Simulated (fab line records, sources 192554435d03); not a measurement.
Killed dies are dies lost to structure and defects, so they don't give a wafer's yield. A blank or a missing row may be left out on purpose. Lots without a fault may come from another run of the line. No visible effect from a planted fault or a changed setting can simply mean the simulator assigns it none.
Chamber matching / flow n5Finfet / cmp-01 running N5_GATE_CUT_CMP_02: 4 sister chambers
The step polishes, stops on SiO2, t overpolish 12.7 s, target thk 0 nm. 4 wafers are shown with their chamber, then 9 later ones without.

## EACH WAFER AND ITS CHAMBER
wafer=L083.3; chamber=0; motorCurrentA (A)=9.6
wafer=L086.3; chamber=3; motorCurrentA (A)=10.4
wafer=L086.4; chamber=2; motorCurrentA (A)=11.6
wafer=L086.5; chamber=1; motorCurrentA (A)=11.9

## WAFERS MISSING THEIR CHAMBER
wafer=L087.3; motorCurrentA (A)=11.0
wafer=L087.4; motorCurrentA (A)=9.9
wafer=L087.5; motorCurrentA (A)=9.8
wafer=L095.2; motorCurrentA (A)=9.4
wafer=L095.3; motorCurrentA (A)=9.9
wafer=L095.4; motorCurrentA (A)=11.3
wafer=L096.1; motorCurrentA (A)=10.9
wafer=L096.2; motorCurrentA (A)=11.8
wafer=L096.4; motorCurrentA (A)=9.5

## CHAMBER TAKEN BY EACH
wafer=L087.3; from the rows above=can't be placed: 2 or 3 or 1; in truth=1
wafer=L087.4; from the rows above=can't be placed: 0 or 3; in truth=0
wafer=L087.5; from the rows above=can't be placed: 0 or 3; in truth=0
wafer=L095.2; from the rows above=0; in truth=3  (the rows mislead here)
wafer=L095.3; from the rows above=can't be placed: 0 or 3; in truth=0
wafer=L095.4; from the rows above=can't be placed: 2 or 1 or 3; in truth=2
wafer=L096.1; from the rows above=can't be placed: 3 or 2 or 1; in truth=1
wafer=L096.2; from the rows above=can't be placed: 1 or 2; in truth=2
wafer=L096.4; from the rows above=0; in truth=0
1 of 9 placed correctly. Can't be placed from these rows: 7 (the true chamber is among the candidates in 7). Placed wrongly: 1.
How it was worked out, from the rows above alone: a wafer's distance from a chamber is the root of the sum, over the readings, of the square of ((its reading less the chamber's mean) divided by the reading's scatter). The wafer belongs to the nearest chamber; if the next one is less than 2 further off, it can't be placed. The mean given for a chamber averages the wafers shown for that chamber. The scatter (one wafer shown for each chamber): square how far every hidden wafer sits from the nearest shown wafer, average those squares and take the square root.
